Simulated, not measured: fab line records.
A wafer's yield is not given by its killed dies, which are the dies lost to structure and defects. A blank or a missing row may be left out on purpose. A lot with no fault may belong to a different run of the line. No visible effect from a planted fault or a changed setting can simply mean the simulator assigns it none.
The same fault as seen by 3 desks + flow n5 finfet + every desk sees just its own numbers, and what lay behind them comes last
Where a reading is given only as a bound, like >300, the bound stands for it, and a mean or a difference that rests on one is marked > or <: the true number lies beyond.

== TOOL OWNER'S DESK, pecvd-01 ==
The tool's own readings at N5_BEOL_M0_SAQP_PECVD_96 (deposits a-Si from SiH4/He, target thk 45 nm, time 45.2 s): means of the sampled wafers that have a number, for each lot that ran on this tool. If a lot's mean is further than 4 standard deviations from the usual mean, the lot is out of limits and carries the mark OUT (the distance appears in the brackets).
Columns: A = heater power w at N5_BEOL_M0_SAQP_PECVD_96, usual 606 W; B = showerhead plenum p Torr at N5_BEOL_M0_SAQP_PECVD_96, usual 5.71 Torr; C = throttle valve pct at N5_BEOL_M0_SAQP_PECVD_96, usual 18.4 %
| lot  | first seen here | A   | B    | C    |
|------|-----------------|-----|------|------|
| L913 | day 5 19:45     | 537 | 5.71 | 19.1 |
| L914 | day 6 00:54     | 686 | 5.71 | 17.8 |
| L921 | day 7 20:02     | 598 | 5.69 | 18.0 |
Result from this desk: across the 3 lots, nothing is out of limits.

== AT THE METROLOGY DESK ==
Lot by lot, what the gauges showed, no matter which tool ran the lot: averages of those sampled wafers that carry a number. If a lot's mean is further than 4 standard deviations from the usual mean, the lot is out of limits and carries the mark OUT (the distance appears in the brackets). Readings shown: 7 of its 11, picked as those furthest out on some lot.
Columns: A = M0_CORE_OVL at N5_BEOL_M0_SAQP_OVL_MEAS_15, usual 0.2 nm; B = DIBL_N at N5_BEOL_M4_RC_MEAS_101, usual 36.4 mV/V; C = DIBL_P at N5_BEOL_M4_RC_MEAS_101, usual 35.9 mV/V; D = IOFF_N at N5_BEOL_M4_RC_MEAS_101, usual 0.152 nA/um; E = IOFF_P at N5_BEOL_M4_RC_MEAS_101, usual 0.20 nA/um; F = ION_P at N5_BEOL_M4_RC_MEAS_101, usual 459 uA/um; G = VT_P at N5_BEOL_M4_RC_MEAS_101, usual -252 mV
| lot  | first seen here | A    | B    | C    | D     | E    | F   | G    |
|------|-----------------|------|------|------|-------|------|-----|------|
| L913 | day 5 20:27     | -0.3 | 37.0 | 35.5 | 0.156 | 0.21 | 459 | -250 |
| L914 | day 6 01:38     | 1.3  | 39.1 | 37.5 | 0.196 | 0.25 | 470 | -247 |
| L921 | day 7 20:43     | 0.0  | 38.2 | 39.1 | 0.190 | 0.21 | 461 | -253 |
| L922 | day 8 03:37     | 1.2  | 37.5 | 37.2 | 0.177 | 0.22 | 468 | -250 |
| L927 | day 9 16:37     | 0.5  | 35.4 | 32.7 | 0.132 | 0.15 | 447 | -254 |
| L929 | day 9 22:20     | -1.6 | 36.2 | 36.2 | 0.156 | 0.21 | 463 | -250 |
| L931 | day 10 05:06    | 0.8  | 36.5 | 37.1 | 0.180 | 0.21 | 465 | -248 |
| L933 | day 10 20:41    | 0.9  | 36.6 | 36.5 | 0.157 | 0.19 | 449 | -252 |
Result from this desk: across the 8 lots, nothing is out of limits.

== THE DEFECT DESK ==
For each lot, the counts of the inspections along the route, averaged over the sampled wafers that have a number. If a lot's mean is further than 4 standard deviations from the usual mean, the lot is out of limits and carries the mark OUT (the distance appears in the brackets).
Columns: A = raw defect count at N5_BEOL_M0_SAQP_INSPECT_16, usual 502; B = raw defect count at N5_BEOL_M0_SAQP_INSPECT_42, usual 291; C = raw defect count at N5_BEOL_M0_CUTY_INSPECT_59, usual 2.1
| lot  | first seen here | A   | B   | C               |
|------|-----------------|-----|-----|-----------------|
| L913 | day 5 20:28     | 501 | 377 | 2.7             |
| L914 | day 6 01:39     | 446 | 283 | 1.0             |
| L921 | day 7 20:45     | 790 | 679 | >101 (>+71) OUT |
| L922 | day 8 03:38     | 777 | 666 | 1.3             |
| L927 | day 9 16:38     | 575 | 267 | 2.7             |
| L929 | day 9 22:22     | 326 | 212 | 1.0             |
| L931 | day 10 05:07    | 465 | 258 | 4.0             |
| L933 | day 10 20:43    | 483 | 276 | 2.3             |
This desk's finding: out of limits on L921; first on L921, day 8 03:25 (raw defect count at N5_BEOL_M0_CUTY_INSPECT_59). In limits: L913, L914, L922, L927, L929, L931, L933.

== ALL TOGETHER ==
The defect desk could have raised an alarm at day 8 03:25, on L921.
The tool owner's desk saw nothing out of limits.
The metrology desk saw nothing out of limits.
Tool owner's desk: L921 on record, inside its limits.
The metrology desk holds a record of L921, inside its limits.
Every lot named ran N5_BEOL_M0_SAQP_PECVD_96 on pecvd-01.

== WHAT WAS PUT IN BY THE SIMULATOR ==
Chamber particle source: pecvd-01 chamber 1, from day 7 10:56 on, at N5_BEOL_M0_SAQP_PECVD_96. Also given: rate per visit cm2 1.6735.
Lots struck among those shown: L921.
Hours from the fault's start to each desk's first reading out of limits: the defect desk, 16.
